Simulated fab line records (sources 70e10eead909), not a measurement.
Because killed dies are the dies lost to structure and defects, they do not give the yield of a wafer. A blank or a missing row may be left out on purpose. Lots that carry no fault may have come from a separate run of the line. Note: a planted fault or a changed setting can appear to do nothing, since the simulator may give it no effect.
fab line records	flow nandHarc
record: lots: 6	wafers: 18	lastDay: 33
route steps=1302 shown A_CHANNEL_HOLE_D1@486 A_CHANNEL_FILL_D1@490 A_DECK1_JOINT@518 END@1302
lots with no fault: from the same line, run without faults
startH: hours from the record's first day to the start of the lot's first wafer shown	waitH: hours since the lot's step before	" unchanged from the row above	L1.1+2: a row that stands for several wafers	- either no value or no given start	* or withheld: withheld	< > ~ a bound
route shown NAME@n: NAME is a module with steps in the file, n the number in the route of the first one	usual: average and standard deviation across the fault-free wafers	same: alike in all rows	chamber/n: place in a boat	sites: the reading at each site	_std_site: standard deviation across them	_edge_site: the outer-site mean with the inner-site mean subtracted	radiusMm: for every site, how far away it sits from the centre of the wafer	mask NAME#n: copy n	behind: tool/chamber where the wafer was last shaped	hold: reason for holding the lot/hours on hold/outcome of the hold	device: names the non-switching transistor (n, p or np)	end of line: the tests these same wafers got at the end of their route	for a step that has no rows: nothing shown but its recipe	killed: the dies lost at the first sort to structure and to defects; this is not the yield of the wafer	map: shows each die of a wafer: x if killed, . if not, _ if none is there
set.NAME: the run value of the setting; set.NAME@STEP: its run value at that earlier step	model.NAME: the simulator's own value behind a step, which no gauge read
lots at some steps of the route; a table a step, a row a wafer
services: when a tool's chamber went out of use (startH, in hours from the record's first day, below 0 if earlier), for how many hours, and the reason
== steps ==
step: NHARC_A_CHANNEL_HOLE_D1_SRD_29
step: NHARC_A_CHANNEL_HOLE_D1_CD_MEAS_30
usual: cdNm: 90.1/0.87
lot.wafer	tool	chamber	startH	waitH	cdNm
L199.1	cdSem-01	-	210.94	-	89.0
L199.2	"	-	"	"	89.6
L199.5	"	-	"	"	91.1
L201.3	cdSem-02	-	215.04	-	88.7
L201.4	"	-	"	"	88.8
L201.6	"	-	"	"	88.7
L200.4	cdSem-03	-	215.15	-	91.0
L200.5	"	-	"	"	92.5
L200.6	"	-	"	"	92.3
L213.1	cdSem-02	-	337.18	-	91.2
L213.3	"	-	"	"	91.1
L213.4	"	-	"	"	89.7
L214.2	cdSem-01	-	356.57	-	89.3
L214.3	"	-	"	"	89.2
L214.6	"	-	"	"	88.7
L217.4	cdSem-02	-	400.13	-	89.8
L217.5	"	-	"	"	89.3
L217.6	"	-	"	"	89.5
step: NHARC_A_CHANNEL_HOLE_D1_XSEM_31
recipe: landingEnergyEv: 35000
step: NHARC_A_CHANNEL_HOLE_D1_INSPECT_40
usual: rawDefectCount: 70/30
lot.wafer	tool	chamber	startH	waitH	rawDefectCount
L199.1	defectInspect-01	-	211.13	-	129
L199.2	"	-	"	"	120
L199.5	"	-	"	"	113
L201.3	defectInspect-01	-	215.23	-	54
L201.4	"	-	"	"	46
L201.6	"	-	"	"	51
L200.4	defectInspect-02	-	215.34	-	97
L200.5	"	-	"	"	102
L200.6	"	-	"	"	126
L213.1	defectInspect-02	-	337.37	-	59
L213.3	"	-	"	"	43
L213.4	"	-	"	"	42
L214.2	defectInspect-02	-	356.76	-	51
L214.3	"	-	"	"	47
L214.6	"	-	"	"	68
L217.4	defectInspect-02	-	400.31	-	72
L217.5	"	-	"	"	70
L217.6	"	-	"	"	54
step: NHARC_A_CHANNEL_FILL_D1_PRECLEAN_00
recipe: timeS: *	tempC: 50	bathAgeMin: 0	chemistry: SC1
step: NHARC_A_CHANNEL_FILL_D1_SRD_01
step: NHARC_A_CHANNEL_FILL_D1_ALD_02
recipe: targetThkA: 60	pulseTimeS: 10	aldCycles: 60	tempC: 300	material: SiO2
step: NHARC_A_CHANNEL_FILL_D1_ALD_03
recipe: targetThkA: 60	pulseTimeS: 60	aldCycles: 58	tempC: 630	pressureTorr: 2	material: SiNx
usual: precursorPulseHeightRel: 1.000/0.021
lot.wafer	tool	chamber	startH	waitH	precursorPulseHeightRel
L199.1	aldSinBatch-03	0	-	-	1.004
L199.2	"	0	"	"	0.993
L199.5	"	0	"	"	1.004
L200.4	aldSinBatch-02	0	-	-	1.004
L200.5	"	0	"	"	0.998
L200.6	"	0	"	"	0.990
L201.3	aldSinBatch-02	0	-	-	0.999
L201.4	"	0	"	"	1.020
L201.6	"	0	"	"	1.033
L213.1	aldSinBatch-01	0	-	-	0.993
L213.3	"	0	"	"	1.022
L213.4	"	0	"	"	1.004
L214.2	aldSinBatch-01	0	-	-	0.975
L214.3	"	0	"	"	0.990
L214.6	"	0	"	"	0.986
L217.4	aldSinBatch-03	0	-	-	0.992
L217.5	"	0	"	"	1.034
L217.6	"	0	"	"	0.974
step: NHARC_A_CHANNEL_FILL_D1_ALD_14
recipe: targetThkA: 25	pulseTimeS: 10	aldCycles: 25	tempC: 300	material: SiO2
usual: heaterPowerW: 472/48	precursorPulseHeightRel: 1.000/0.018
lot.wafer	tool	chamber	startH	waitH	heaterPowerW	precursorPulseHeightRel
L199.2	aldHk-01	2	219.68	1.4	473	0.992
L199.1	"	0	"	"	427	1.012
L199.5	"	2	"	"	476	0.982
L201.4	aldHk-04	0	222.48	0.1	416	0.981
L201.3	"	2	"	"	490	0.997
L201.6	"	3	"	"	531	1.001
L200.4	aldHk-04	1	222.74	0.3	388	1.034
L200.5	"	3	"	"	534	1.018
L200.6	"	0	"	"	436	0.975
L213.4	aldHk-04	1	344.58	0.0	402	0.983
L213.3	"	2	"	"	466	1.012
L213.1	"	0	"	"	415	1.026
L214.3	aldHk-01	1	364.23	1.4	435	1.021
L214.2	"	3	"	"	512	1.014
L214.6	"	2	"	"	466	0.992
L217.4	aldHk-01	0	407.65	0.1	428	1.025
L217.6	"	3	"	"	526	0.995
L217.5	"	0	"	"	438	0.994
step: NHARC_A_CHANNEL_FILL_D1_ALD_15
recipe: targetThkA: 20	pulseTimeS: 60	aldCycles: 19	tempC: 630	pressureTorr: 2	material: SiNx
step: NHARC_A_CHANNEL_FILL_D1_ALD_16
recipe: targetThkA: 15	pulseTimeS: 10	aldCycles: 15	tempC: 300	material: SiO2
step: NHARC_A_CHANNEL_FILL_D1_ANNEAL_17
recipe: tempC: 850	timeS: 1800
step: NHARC_A_CHANNEL_FILL_D1_CVD_18
recipe: targetThkA: 30	tempC: 550	material: poly-Si
usual: spikeTcUpperC: 549.6/1.1
lot.wafer	tool	chamber	startH	waitH	spikeTcUpperC
L199.1	lpcvdPoly-02	0	235.04	-	548.3
L199.2	"	0	"	"	550.2
L199.5	"	0	"	"	549.2
L200.4	lpcvdPoly-02	0	235.04	-	549.2
L200.5	"	0	"	"	547.6
L200.6	"	0	"	"	550.4
L201.3	lpcvdPoly-02	0	235.04	-	549.6
L201.4	"	0	"	"	549.4
L201.6	"	0	"	"	549.6
L213.1	lpcvdPoly-02	0	359.51	-	548.2
L213.3	"	0	"	"	548.9
L213.4	"	0	"	"	549.5
L214.2	lpcvdPoly-02	0	379.10	-	548.8
L214.3	"	0	"	"	549.2
L214.6	"	0	"	"	547.8
L217.4	lpcvdPoly-03	0	422.88	-	549.4
L217.5	"	0	"	"	548.6
L217.6	"	0	"	"	552.4
step: NHARC_A_CHANNEL_FILL_D1_ETCHBACK_19
recipe: targetDepthA: 50	timeS: 1.7	hbrFlowSccm: 150	cl2FlowSccm: 50	rfW: 400	icpW: 400	biasW: 100	chemistry: HBr/Cl2
usual: drypumpMotorCurrentA: 5.8/0.46	heBacksideLeakSccm: 2.8/0.39	oesProductAu: 0.998/0.0074	throttleValvePct: 26.404/0.009
lot.wafer	tool	chamber	startH	waitH	drypumpMotorCurrentA	heBacksideLeakSccm	oesProductAu	rfHoursCounterH	throttleValvePct
L201.4	rieSi-05	1	237.12	0.4	5.5	2.5	0.982	0.5	26.403
L201.3	"	2	"	"	5.2	2.6	1.005	0.6	26.390
L201.6	"	1	"	"	5.4	2.4	0.991	-	26.407
L199.2	rieSi-02	3	237.15	0.4	5.7	2.7	0.998	0.8	26.405
L199.1	"	0	"	"	5.6	2.7	1.006	0.9	26.401
L199.5	"	1	"	"	6.1	3.1	0.992	-	26.403
L200.4	rieSi-03	3	237.15	0.4	6.1	2.9	1.011	0.0	26.406
L200.5	"	1	"	"	6.1	2.4	0.988	-	26.402
L200.6	"	2	"	"	5.3	2.3	0.993	-	26.425
L213.1	rieSi-03	0	361.58	0.4	5.7	5.7	0.999	0.8	26.396
L213.4	"	1	"	"	6.1	2.6	0.985	0.8	26.400
L213.3	"	2	"	"	5.3	2.4	0.991	0.9	26.394
L214.3	rieSi-05	3	381.18	0.4	4.9	2.5	0.991	0.5	26.401
L214.2	"	0	"	"	6.0	2.6	0.998	0.5	26.416
L214.6	"	3	"	"	4.9	2.6	0.991	-	26.405
L217.4	rieSi-02	3	424.97	0.4	5.7	2.6	0.999	0.7	26.403
L217.5	"	1	"	"	6.1	3.1	0.992	-	26.398
L217.6	"	2	"	"	6.5	2.8	0.989	-	26.410
step: NHARC_A_CHANNEL_FILL_D1_ETCHBACK_20
recipe: targetDepthA: 270	timeS: 13.5	c4f8FlowSccm: withheld	o2FlowSccm: 8	arFlowSccm: withheld	rfW: 600	biasW: 1500	chemistry: C4F8/O2/Ar
step: NHARC_A_CHANNEL_FILL_D1_STRIP_28
recipe: timeS: 20	o2FlowSccm: 500	arFlowSccm: 0	biasW: 0	chemistry: O2
step: NHARC_A_CHANNEL_FILL_D1_PRECLEAN_21
recipe: timeS: 30	chemistry: dHF
step: NHARC_A_CHANNEL_FILL_D1_SRD_23
step: NHARC_A_CHANNEL_FILL_D1_CVD_05
recipe: targetThkA: 50	tempC: 550	material: poly-Si
step: NHARC_A_CHANNEL_FILL_D1_ANNEAL_22
recipe: tempC: 620	timeS: 7200
step: NHARC_A_CHANNEL_FILL_D1_ALD_25
recipe: targetThkA: 600	pulseTimeS: 10	aldCycles: 600	tempC: 300	material: SiOx
step: NHARC_A_CHANNEL_FILL_D1_ETCHBACK_08
recipe: targetDepthA: 2200	timeS: 110	c4f8FlowSccm: 20	arFlowSccm: withheld	rfW: 600	biasW: 300	chemistry: C4F8
step: NHARC_A_CHANNEL_FILL_D1_STRIP_29
recipe: timeS: 20	o2FlowSccm: 500	arFlowSccm: 0	biasW: 0	chemistry: O2
usual: drypumpMotorCurrentA: 5.7/0.39	oesProductAu: 1.000/0.0082	rfVppV: 58.1/0.84	showerheadPlenumPTorr: 3.63/0.076	throttleValvePct: 17.035/0.0093
lot.wafer	tool	chamber	startH	waitH	drypumpMotorCurrentA	oesProductAu	rfHoursCounterH	rfVppV	showerheadPlenumPTorr	throttleValvePct
L200.4	rieDiel-05	3	-	-	5.7	1.000	0.5	58.2	3.70	17.034
L200.6	"	2	"	"	5.8	1.006	-	58.6	3.76	17.050
L200.5	"	3	"	"	5.7	0.989	-	59.0	3.71	17.036
L199.2	rieDiel-08	2	-	-	5.5	0.998	3.5	58.8	3.64	17.022
L199.1	"	1	"	"	5.8	1.001	2.7	59.0	3.68	17.031
L199.5	"	2	"	"	5.5	1.009	-	58.3	3.64	17.046
L201.3	rieDiel-09	2	-	-	5.2	0.990	7.2	56.5	3.53	17.044
L201.4	"	3	"	"	5.8	1.007	6.3	58.6	3.51	17.036
L201.6	"	0	"	"	5.0	0.999	-	59.5	3.62	17.041
L213.4	rieDiel-08	1	-	-	5.8	0.986	0.1	57.5	3.68	17.051
L213.1	"	3	"	"	6.3	0.989	0.0	59.1	3.75	17.034
L213.3	"	0	"	"	5.9	0.991	0.1	59.0	3.56	17.037
L214.2	rieDiel-09	1	-	-	6.3	1.016	3.5	58.0	3.58	17.061
L214.3	"	2	"	"	5.2	1.010	3.2	58.1	3.53	17.043
L214.6	"	2	"	"	5.2	1.002	-	58.0	3.53	17.048
L217.4	rieDiel-09	2	-	-	5.2	1.000	5.0	58.5	3.53	17.023
L217.5	"	1	"	"	6.2	0.997	-	57.9	3.58	17.040
L217.6	"	2	"	"	5.2	0.994	-	56.9	3.53	17.032
step: NHARC_A_CHANNEL_FILL_D1_PRECLEAN_30
recipe: timeS: 30	chemistry: dHF
step: NHARC_A_CHANNEL_FILL_D1_SRD_31
step: NHARC_A_CHANNEL_FILL_D1_CVD_09
recipe: targetThkA: 1500	tempC: 620	pressureMtorr: 200	timeS: 3000	material: poly-Si
step: NHARC_A_CHANNEL_FILL_D1_CMP_10
recipe: targetThkNm: 150
step: NHARC_A_CHANNEL_FILL_D1_SRD_12
step: NHARC_A_DECK1_JOINT_ETCHBACK_07
recipe: targetDepthA: 1050	timeS: 26.9	hbrFlowSccm: 150	rfW: 350	icpW: 350	biasW: 60	chemistry: HBr
usual: drypumpMotorCurrentA: 5.7/0.54	heBacksideLeakSccm: 2.64/0.29	oesProductAu: 0.998/0.0077	throttleValvePct: 23.266/0.0093
lot.wafer	tool	chamber	startH	waitH	drypumpMotorCurrentA	heBacksideLeakSccm	oesProductAu	rfHoursCounterH	throttleValvePct
L201.3	rieSi-04	2	260.94	0.1	5.1	2.57	1.008	0.60	23.265
L201.4	"	0	"	"	5.9	2.42	0.985	0.62	23.268
L201.6	"	3	"	"	5.7	2.44	1.004	-	23.260
L200.5	rieSi-01	1	260.99	0.1	5.8	2.31	0.993	-	23.271
L200.4	"	2	"	"	6.5	2.62	0.994	-	23.245
L200.6	"	0	"	"	6.2	3.03	0.994	-	23.255
L199.2	rieSi-04	0	261.12	0.1	5.9	2.45	0.985	0.64	23.254
L199.1	"	1	"	"	5.0	2.93	1.009	0.58	23.264
L199.5	"	3	"	"	5.7	2.53	0.996	-	23.277
L213.1	rieSi-01	2	385.45	0.1	6.5	2.72	0.988	0.04	23.273
L213.3	"	0	"	"	6.2	2.83	1.002	0.02	23.277
L213.4	"	1	"	"	5.8	2.26	1.001	0.04	23.272
L214.2	rieSi-01	3	407.53	0.1	5.1	4.79	0.995	0.24	23.270
L214.3	"	0	"	"	6.2	2.79	0.986	0.14	23.272
L214.6	"	0	"	"	6.2	2.94	0.988	-	23.259
L217.4	rieSi-01	1	449.10	0.1	5.8	2.41	1.003	0.45	23.257
L217.6	"	2	"	"	6.5	2.71	0.996	-	23.271
L217.5	"	3	"	"	5.1	2.26	1.004	-	23.271
step: NHARC_A_DECK1_JOINT_ETCH_25
recipe: targetDepthA: 5	chemistry: dHF	material: SiO2
step: NHARC_A_DECK1_JOINT_ETCH_19
recipe: tempC: 25	targetDepthA: 30	chemistry: TMAH	material: poly-Si
step: NHARC_A_DECK1_JOINT_ETCH_18
recipe: targetDepthA: 30	chemistry: dHF	material: SiO2
step: NHARC_A_DECK1_JOINT_WET_08
recipe: tempC: 160	timeS: 86	chemistry: H3PO4
step: NHARC_A_DECK1_JOINT_ETCH_09
recipe: targetDepthA: 50	chemistry: dHF	material: SiO2
step: NHARC_A_DECK1_JOINT_WET_10
recipe: tempC: 160	timeS: 86	chemistry: H3PO4
step: NHARC_A_DECK1_JOINT_ETCH_11
recipe: targetDepthA: 350	chemistry: dHF	material: SiO2
step: NHARC_A_DECK1_JOINT_CVD_12
recipe: targetThkA: 900	tempC: 620	pressureMtorr: 200	timeS: 1800	material: poly-Si
step: NHARC_A_DECK1_JOINT_CMP_13
recipe: targetThkNm: 51.023
step: NHARC_END_SORT_01
recipe: tempC: 25
usual: killedAtArray: 50/17	killedAtOther: 0.7/1	killedAtPeriphery: 3.4/2.4	killedDies: 54/17	killedOpen: 3.3/1.7	killedShort: 2.5/1.6
same: grossDies: 677
lot.wafer	tool	chamber	startH	waitH	killedAtArray	killedAtOther	killedAtPeriphery	killedDies	killedOpen	killedShort
L213.1	prober-01	0	707.89	2.5	150	0	3	153	4	3
L213.3	prober-01	0	709.48	3.1	144	2	3	149	1	2
L213.4	prober-01	0	710.27	3.4	155	1	2	158	3	1
L214.2	prober-02	0	735.26	2.8	145	0	2	147	2	2
L214.3	prober-02	0	736.05	3.1	144	0	0	144	3	2
L214.6	prober-02	0	738.43	4.0	157	0	3	160	3	4
killed by level:class
L213.1 A_CHANNEL_FILL_D1:unspecified=109 A_CHANNEL_HOLE_D2:chamberFilmFlake=17 A_CHANNEL_HOLE_D1:chamberFilmFlake=8 A_CHANNEL_FILL_D1:chamberFilmFlake=3 A_WL_FILL:chamberFilmFlake=2 P_M1:geometricParticle:short=1 A_SOURCE_PLATE:geometricParticle:open=1 A_CHANNEL_FILL_D1:geometricParticle:open=1
L213.3 A_CHANNEL_FILL_D1:unspecified=109 A_CHANNEL_HOLE_D2:chamberFilmFlake=10 A_CHANNEL_HOLE_D1:chamberFilmFlake=6 A_STAIRCASE:chamberFilmFlake=5 A_CONTACT:chamberFilmFlake=4 A_SLIT:chamberFilmFlake=3 P_CONTACT:chamberFilmFlake=2 A_WL_FILL:chamberFilmFlake=2
L213.4 A_CHANNEL_FILL_D1:unspecified=114 A_CHANNEL_HOLE_D2:chamberFilmFlake=11 A_CHANNEL_HOLE_D1:chamberFilmFlake=6 A_SLIT:chamberFilmFlake=5 A_STAIRCASE:chamberFilmFlake=4 A_WL_FILL:chamberFilmFlake=4 A_CHANNEL_FILL_D1:chamberFilmFlake=3 A_CONTACT:chamberFilmFlake=2
L214.2 A_CHANNEL_FILL_D1:unspecified=104 A_CHANNEL_HOLE_D2:chamberFilmFlake=21 A_CHANNEL_HOLE_D1:chamberFilmFlake=9 A_STAIRCASE:chamberFilmFlake=4 A_CHANNEL_FILL_D2:geometricParticle:open=2 A_CONTACT:chamberFilmFlake=2 A_CHANNEL_FILL_D1:geometricParticle:short=1 A_WL_FILL:geometricParticle:short=1
L214.3 A_CHANNEL_FILL_D1:unspecified=104 A_CHANNEL_HOLE_D2:chamberFilmFlake=18 A_CHANNEL_HOLE_D1:chamberFilmFlake=7 A_STAIRCASE:chamberFilmFlake=7 A_SLIT:chamberFilmFlake=3 A_ONON_D2:geometricParticle:short=1 A_ONON_D2:geometricParticle:open=1 A_BLC:geometricParticle:open=1
L214.6 A_CHANNEL_FILL_D1:unspecified=107 A_CHANNEL_HOLE_D2:chamberFilmFlake=21 A_CONTACT:chamberFilmFlake=9 A_CHANNEL_HOLE_D1:chamberFilmFlake=8 A_STAIRCASE:chamberFilmFlake=4 A_DECK1_JOINT:chamberFilmFlake=2 A_SLIT:chamberFilmFlake=2 P_STI:geometricParticle:short=1
map L213.4 (x killed, . not)
____________.____________
_________.x....._________
_______..........._______
______..........x..______
_____..............._____
____.................____
____...x.............____
___..x................___
___............x......___
__.............x.......__
__..xx.......x.........__
_...xxxxx..............._
_.xxxxxx.x.............x_
_.xxxxxxx.x..x.........._
_xxxxxxxxxx.x......x...._
_xxxxxxxxx....x..x......_
.xxxxxxxxxx.x......x....x
.xxxxxxxxxx..............
xxxxxxxxxxxx...x.........
.xxxxxxxxx...............
.xxxxxxxxx...............
_xxxxxxxxx........x...x._
_.xxxxxxx..............._
_..xxxxx.x.......xx....._
_x....xx.........x.xxxx._
_....xx.x...........xxx._
__.................x.x.__
__...x.x............xxx__
___................x..___
___.................x.___
____...x.............____
____.................____
_____..............._____
______.............______
_______..........._______
_________......._________
____________.____________
map L214.6 (x killed, . not)
____________.____________
_________......._________
_______....x......_______
______.............______
_____...x.x....x...._____
____.....x.x.........____
____.......x.........____
___.......x.....x.....___
___...x..x............___
__....x..........x.....__
__...xx..........x.....__
_...x.xx........x......._
_.xxxxxxx...........x..._
_.xxxxxx.x.......x......_
_.xxxxxxxx.............._
_xxxxxxxxxx............._
.xxxxxxxxxx..............
xxxxxxxxxx...............
xxxxxxxxxxx..............
.xxxxxxxxx...............
x.xxxxxxxx...........x...
_.xxxxxxxx.....xx......._
_.xxxxxxx............xx._
_..xxxx.........x......._
_...xx.x..x............._
_......................._
__...................x.__
__...........x......x.x__
___............x......___
___............x.x..xx___
____.........xx......____
____.......x.xx..x...____
_____......xxxx....._____
______.....x.xxx...______
_______.....x.xx.._______
_________......x_________
____________x____________
== services ==
tool	chamber	startH	hours	kind
rieDiel-08	-	190.80	9.0	pm
rieSi-04	3	191.95	5.5	repair
rieSi-01	-	193.00	9.0	pm
rieSi-03	-	198.58	0.7	repair
rieSi-02	-	201.20	0.5	repair
lpcvdPoly-02	-	206.00	26.0	pm
aldHk-01	-	206.29	0.2	repair
rieDiel-08	1	209.40	4.4	repair
aldSinBatch-01	-	210.12	12.8	repair
rieDiel-09	-	210.56	2.0	repair
rieSi-04	-	211.45	0.5	repair
rieSi-01	0	215.30	7.6	repair
rieDiel-09	-	228.74	0.5	repair
rieSi-01	3	248.16	14.9	repair
aldHk-04	-	254.88	10.0	pm
aldHk-01	-	296.22	10.0	pm
rieDiel-09	0	306.56	7.1	repair
rieDiel-09	0	316.54	3.2	repair
rieDiel-09	-	320.10	9.0	pm
rieSi-01	-	324.12	0.2	repair
rieSi-01	-	370.00	9.0	pm
rieSi-01	0	395.05	3.1	repair
rieSi-01	1	432.04	0.9	repair
aldHk-04	-	432.88	10.0	pm
== key ==
firstSign: step: NHARC_END_SORT_01	reading: killedAtArray	direction: up	sigmas: 5.8	usual: 50	struck: 149
effect: step: NHARC_END_SORT_01	reading: killedDies	direction: up	sigmas: 5.6	usual: 54	struck: 152
moreKillsBornAt: NHARC_A_CHANNEL_FILL_D1_CVD_18@lpcvdPoly-02: 647
metAt NHARC_A_CHANNEL_FILL_D1_CVD_18
struckWafers L213.1,L213.3,L213.4,L214.2,L214.3,L214.6
testerLeftOut L213,L214
onsetBetween 235.04 359.51
alsoFits NHARC_A_CHANNEL_FILL_D1_ALD_03:aldSinBatch-01
fault: kind: chamberParticleSource	tool: lpcvdPoly-02	chamber: -	onsetH: 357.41	steps: NHARC_A_CHANNEL_FILL_D1_CVD_18	ratePerVisitCm2: 2.2062	endH: 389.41
testerLeftOut: of these lots the tester's yield and bins aren't shown, on N5 and GAA mostly nor the transistor test; their killed dies are dies lost to structure and defects alone, not to doping, threshold or leakage, so they don't give the yield
